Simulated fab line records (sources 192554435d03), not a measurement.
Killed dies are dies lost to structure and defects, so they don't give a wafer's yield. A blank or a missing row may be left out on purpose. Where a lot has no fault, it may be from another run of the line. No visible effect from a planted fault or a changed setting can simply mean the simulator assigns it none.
2 desks, one fault | flow n5-finfet | only its own numbers are on each desk; what lay behind them is given at the end

THE TOOL OWNER'S DESK: litho-track-05
The tool's own readings at N5_BEOL_M3_COAT_61 (time 60 s, resist thk 60 nm): means of the sampled wafers that have a number, for each lot that ran on this tool. A lot is out of limits, marked OUT, if its mean lies more than 4 standard deviations from the usual mean; the brackets give that distance.
Columns: A = heater-power-total-W at N5_BEOL_M3_COAT_61, usual 500.4 W; B = run-length-s at N5_BEOL_M3_COAT_61, usual 66.46 s
lot  | first seen here | A                | B
L979 | day 6 19:05     | 500.2            | 66.42
L985 | day 8 17:53     | 518.8 (+10) OUT  | 62.94 (-35) OUT
L990 | day 9 17:35     | 508.0 (+4.2) OUT | 64.68 (-18) OUT
L101 | day 12 22:01    | 500.6            | 66.49
Finding of this desk: L985, L990 out of limits; the first was L985 at day 8 17:53, on heater-power-total-W at N5_BEOL_M3_COAT_61. In limits: L979, L101.

FROM THE METROLOGY DESK
Lot by lot, what the gauges showed, no matter which tool ran the lot: averages of those sampled wafers that carry a number. A lot is out of limits, marked OUT, if its mean lies more than 4 standard deviations from the usual mean; the brackets give that distance. Only the readings that lie furthest out on some lot appear, 7 of the 11 it has.
Columns: A = M2_THK at N5_BEOL_M2_THK_MEAS_53, usual 40.5 nm; B = DIBL_N at N5_BEOL_M4_RC_MEAS_101, usual 35.9 mV/V; C = IOFF_P at N5_BEOL_M4_RC_MEAS_101, usual 0.21 nA/um; D = ION_N at N5_BEOL_M4_RC_MEAS_101, usual 672 uA/um; E = ION_P at N5_BEOL_M4_RC_MEAS_101, usual 462 uA/um; F = VT_N at N5_BEOL_M4_RC_MEAS_101, usual 250 mV; G = VT_P at N5_BEOL_M4_RC_MEAS_101, usual -250 mV
lot  | first seen here | A    | B    | C    | D   | E   | F   | G
L979 | day 6 16:59     | 42.0 | 36.7 | 0.20 | 664 | 458 | 252 | -251
L980 | day 7 02:46     | 39.8 | 35.4 | 0.22 | 659 | 466 | 253 | -249
L981 | day 7 12:59     | 37.9 | 32.9 | 0.14 | 647 | 444 | 257 | -258
L985 | day 8 16:34     | 39.9 | 36.9 | 0.22 | 675 | 464 | 248 | -250
L990 | day 9 14:51     | 41.3 | 38.0 | 0.25 | 686 | 474 | 246 | -245
L991 | day 10 18:38    | 41.1 | 36.2 | 0.24 | 675 | 468 | 249 | -247
L996 | day 11 01:54    | 40.9 | 38.2 | 0.25 | 680 | 470 | 246 | -249
L998 | day 11 10:44    | 41.2 | 34.6 | 0.17 | 669 | 460 | 252 | -253
L101 | day 12 20:11    | 38.4 | 37.3 | 0.23 | 682 | 467 | 249 | -248
L102 | day 13 02:22    | 43.0 | 36.1 | 0.22 | 682 | 474 | 251 | -248
This desk's finding: nothing out of limits on any of the 10 lots.

PUT TOGETHER
The tool owner's desk had the chance to raise an alarm at day 8 17:53 on L985, L990.
The metrology desk saw nothing out of limits.
The metrology desk has L985, L990 on record, within its limits.
Of the lots named, all ran N5_BEOL_M3_COAT_61 on litho-track-05.

WHAT THE SIMULATOR HAD INSERTED
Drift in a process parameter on litho-track-05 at N5_BEOL_M3_COAT_61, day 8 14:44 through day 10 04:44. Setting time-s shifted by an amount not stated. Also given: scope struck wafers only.
Struck lots among those shown: L985, L990.
Each desk's first reading out of limits, in hours after the fault started: the tool owner's desk, 3.
